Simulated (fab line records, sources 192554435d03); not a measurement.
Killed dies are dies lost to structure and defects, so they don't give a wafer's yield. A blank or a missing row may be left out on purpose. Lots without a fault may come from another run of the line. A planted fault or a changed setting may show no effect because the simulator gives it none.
Which tool did it? | flow n5_finfet | 10 lots, 28 wafers sampled, at 6 steps of a route of 1938

WHAT THE GAUGES READ, wafer by wafer
N5_BEOL_M15_INSPECT_30: inspects for defects (macro).
lot  | measured     | on                | raw_defect_count
L398 | day 12 19:51 | defect_inspect-02 | 0 3 2
L403 | day 13 20:05 | defect_inspect-02 | 1 3 1
L404 | day 14 23:58 | defect_inspect-01 | 2 3 1
L408 | day 15 19:44 | defect_inspect-02 | 4 2 1
L409 | day 16 07:20 | defect_inspect-01 | 2 3
L412 | day 16 23:31 | defect_inspect-02 | 2 1
L413 | day 17 02:58 | defect_inspect-02 | 1 1 2
L416 | day 17 05:15 | defect_inspect-01 | 1 1 5
L415 | day 17 10:42 | defect_inspect-02 | 2 3 0
L417 | day 18 14:00 | defect_inspect-02 | 0 2 3

N5_BEOL_M15_THK_MEAS_50: measures by xrf.
lot  | measured     | on            | M15_THK (nm)
L398 | day 12 23:05 | film_metro-02 | 863 843 851
L403 | day 14 00:40 | film_metro-01 | 867 865 863
L404 | day 15 04:10 | film_metro-02 | 844 848 854
L408 | day 16 00:10 | film_metro-01 | 849 854 852
L409 | day 16 10:44 | film_metro-01 | 1253 879
L412 | day 17 03:19 | film_metro-01 | 874 1254
L413 | day 17 07:50 | film_metro-02 | 834 854 830
L416 | day 17 08:17 | film_metro-01 | 869 865 874
L415 | day 17 13:55 | film_metro-02 | 873 859 854
L417 | day 18 17:47 | film_metro-01 | 871 875 850

N5_BEOL_M15_RS_MEAS_54: measures by four-point-probe.
lot  | measured     | on            | M15_RS (ohm/sq)
L398 | day 12 23:13 | film_metro-02 | 0.0215 0.0220 0.0218
L403 | day 14 00:47 | film_metro-01 | 0.0216 0.0214 0.0217
L404 | day 15 04:17 | film_metro-02 | 0.0215 0.0214 0.0212
L408 | day 16 00:17 | film_metro-02 | 0.0219 0.0217 0.0217
L409 | day 16 10:52 | film_metro-02 | 0.0150 0.0212
L412 | day 17 03:26 | film_metro-01 | 0.0212 0.0147
L413 | day 17 07:58 | film_metro-02 | 0.0220 0.0213 0.0220
L416 | day 17 08:25 | film_metro-01 | 0.0212 0.0213 0.0211
L415 | day 17 14:04 | film_metro-01 | 0.0212 0.0214 0.0216
L417 | day 18 17:55 | film_metro-02 | 0.0212 0.0212 0.0217

WHICH TOOL RAN EACH LOT (tool, then ch and the chambers of the sampled wafers, then the start)
lot  | N5_BEOL_M15_TRENCH_ETCH_34         | N5_BEOL_M15_STRIP_37                          | N5_BEOL_M15_DEP_53
L398 | rie_diel-02 ch 0,1,3, day 12 19:58 | rie_diel-04 ch 2,3, day 12 23:05 or earlier   | pecvd-04 ch 0,2, day 12 23:09
L403 | rie_diel-05 ch 0,1, day 13 20:13   | rie_diel-05 ch 0,2, day 14 00:40 or earlier   | pecvd-04 ch 0,1, day 14 00:43
L404 | rie_diel-02 ch 1,3, day 15 00:29   | rie_diel-02 ch 0,2,3, day 15 04:10 or earlier | pecvd-04 ch 0,2, day 15 04:13
L408 | rie_diel-04 ch 0,1,2, day 15 20:13 | rie_diel-05 ch 0,2,3, day 16 00:10 or earlier | pecvd-04 ch 0,1,2, day 16 00:13
L409 | rie_diel-02 ch 0,2, day 16 07:27   | rie_diel-04 ch 0,1, day 16 10:44 or earlier   | pecvd-04 ch 1,2, day 16 10:48
L412 | rie_diel-02 ch 0,1, day 16 23:52   | rie_diel-02 ch 0, day 17 03:19 or earlier     | pecvd-04 ch 0,2, day 17 03:23
L413 | rie_diel-04 ch 0,1,3, day 17 03:05 | rie_diel-02 ch 0,3, day 17 07:50 or earlier   | pecvd-04 ch 1,2, day 17 07:54
L416 | rie_diel-05 ch 1,3, day 17 05:22   | rie_diel-02 ch 1,2,3, day 17 08:17 or earlier | pecvd-01 ch 0,1,2, day 17 08:20
L415 | rie_diel-05 ch 1,2,3, day 17 10:49 | rie_diel-05 ch 2,3, day 17 13:55 or earlier   | pecvd-02 ch 0,2, day 17 14:00
L417 | rie_diel-04 ch 0,1,3, day 18 14:13 | rie_diel-02 ch 0,1, day 18 17:47 or earlier   | pecvd-01 ch 0,1,2, day 18 17:51
- N5_BEOL_M15_TRENCH_ETCH_34: etches SiO2 in C4F8/O2/Ar, target depth 872.93 nm, time 199 s.
- N5_BEOL_M15_STRIP_37: strips in O2.
- N5_BEOL_M15_DEP_53: deposits SiCN from 3MS/NH3, target thk 50 nm, time 17.8 s.

WHAT THE TOOLS THEMSELVES READ (means of the sampled wafers that have a number; where no wafer has one, the mark that the record gives instead)
N5_BEOL_M15_TRENCH_ETCH_34.
lot  | tool        | drypump_motor_current_A (A) | oes_product_au (a.u.) | rf_vpp_V (V) | showerhead_plenum_p_Torr (Torr) | throttle_valve_pct (%)
L398 | rie_diel-02 | 5.6                         | 0.76                  | 2224         | 3.48                            | 31.05
L403 | rie_diel-05 | 5.8                         | 0.67                  | 2239         | 3.38                            | 31.00
L404 | rie_diel-02 | 5.5                         | 0.81                  | 2234         | 3.56                            | 30.87
L408 | rie_diel-04 | 6.1                         | 0.70                  | 2214         | 3.40                            | 31.04
L409 | rie_diel-02 | 5.8                         | 0.91                  | 2234         | 3.39                            | 31.02
L412 | rie_diel-02 | 6.0                         | 0.99                  | 2229         | 3.50                            | 31.07
L413 | rie_diel-04 | 6.1                         | 0.75                  | 2218         | 3.43                            | 31.10
L416 | rie_diel-05 | 6.3                         | 0.95                  | 2246         | 3.37                            | 30.94
L415 | rie_diel-05 | 5.9                         | 0.90                  | 2231         | 3.37                            | 30.88
L417 | rie_diel-04 | 6.1                         | 0.86                  | 2217         | 3.43                            | 31.05

N5_BEOL_M15_STRIP_37.
lot  | tool        | drypump_motor_current_A (A) | oes_product_au (a.u.) | rf_vpp_V (V) | showerhead_plenum_p_Torr (Torr) | throttle_valve_pct (%)
L398 | rie_diel-04 | 5.5                         | 0.80                  | 4.5          | 2.19                            | 16.76
L403 | rie_diel-05 | 5.4                         | 0.74                  | 3.7          | 2.06                            | 16.69
L404 | rie_diel-02 | 5.5                         | 0.78                  | 3.2          | 2.08                            | 16.78
L408 | rie_diel-05 | 5.5                         | 0.83                  | 3.5          | 2.05                            | 16.68
L409 | rie_diel-04 | 6.3                         | 0.70                  | 2.8          | 2.03                            | 16.95
L412 | rie_diel-02 | 6.0                         | 0.92                  | 3.5          | 2.05                            | 16.70
L413 | rie_diel-02 | 5.1                         | 0.76                  | 4.0          | 2.06                            | 16.93
L416 | rie_diel-02 | 5.4                         | 0.74                  | 4.1          | 2.12                            | 16.68
L415 | rie_diel-05 | 5.5                         | 0.87                  | 3.6          | 2.04                            | 16.50
L417 | rie_diel-02 | 6.0                         | 0.87                  | 3.8          | 2.10                            | 16.62

N5_BEOL_M15_DEP_53.
lot  | tool     | showerhead_plenum_p_Torr (Torr) | showerhead_vpp_V (V) | throttle_valve_pct (%)
L398 | pecvd-04 | 4.13                            | 1605                 | 17.1
L403 | pecvd-04 | 4.11                            | 1667                 | 18.5
L404 | pecvd-04 | 4.11                            | 1660                 | 18.0
L408 | pecvd-04 | 4.13                            | 1619                 | 17.7
L409 | pecvd-04 | 4.16                            | 1563                 | 17.1
L412 | pecvd-04 | 4.11                            | 1636                 | 17.6
L413 | pecvd-04 | 4.16                            | 1577                 | 17.5
L416 | pecvd-01 | 4.17                            | 1562                 | 18.1
L415 | pecvd-02 | 4.16                            | 1644                 | 18.7
L417 | pecvd-01 | 4.18                            | 1551                 | 18.1

THE ANSWER, worked out from the rows above alone
Rule: what is usual is taken from the lots themselves. Put in order of their means at a reading, lots are off if they are a third of the lots or fewer, leave a main group of 4 or more, and stand apart from it by a gap of 3 or more times the standard deviation of the main group's means; of several such gaps the widest counts. A main group whose means are all the same, to the digits that the tables above print for the reading, isn't used. A lot without any number at a reading at which 4 lots or more have one is off too. The other lots that the step has rows for count as sound. The gauges are gone through in route order, then the tools' own readings, and for those a lot's mean is taken as printed above. The first step at which some lot is off is used, and at that step the reading that is off furthest; a lot without a number counts as furthest.
Off: L409, L412, at N5_BEOL_M15_THK_MEAS_50 (M15_THK). The main group: mean 857 nm, standard deviation 9.6.
A tool fits if, at a process step before that reading, it ran every lot that is off, and no sound lot after the first of them. The gauges at N5_BEOL_M15_THK_MEAS_50 aren't tried: what is off there is off at N5_BEOL_M15_STRIP_37 too, on other tools, and a gauge's error can't cause that. N5_BEOL_M15_STRIP_37 gives no start for some lots, so the hours and the order of its lots are those of N5_BEOL_M15_THK_MEAS_50. One fits: rie_diel-02 at N5_BEOL_M15_TRENCH_ETCH_34. Its last sound lot is L404 (day 15 00:29), its first lot that is off L409 (day 16 07:27): a fault that began between those two fits.

WHAT THE SIMULATOR HAD PUT IN
Process parameter drift: rie_diel-02, from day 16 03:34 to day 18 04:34, at N5_BEOL_M15_TRENCH_ETCH_34. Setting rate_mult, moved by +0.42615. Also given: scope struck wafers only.
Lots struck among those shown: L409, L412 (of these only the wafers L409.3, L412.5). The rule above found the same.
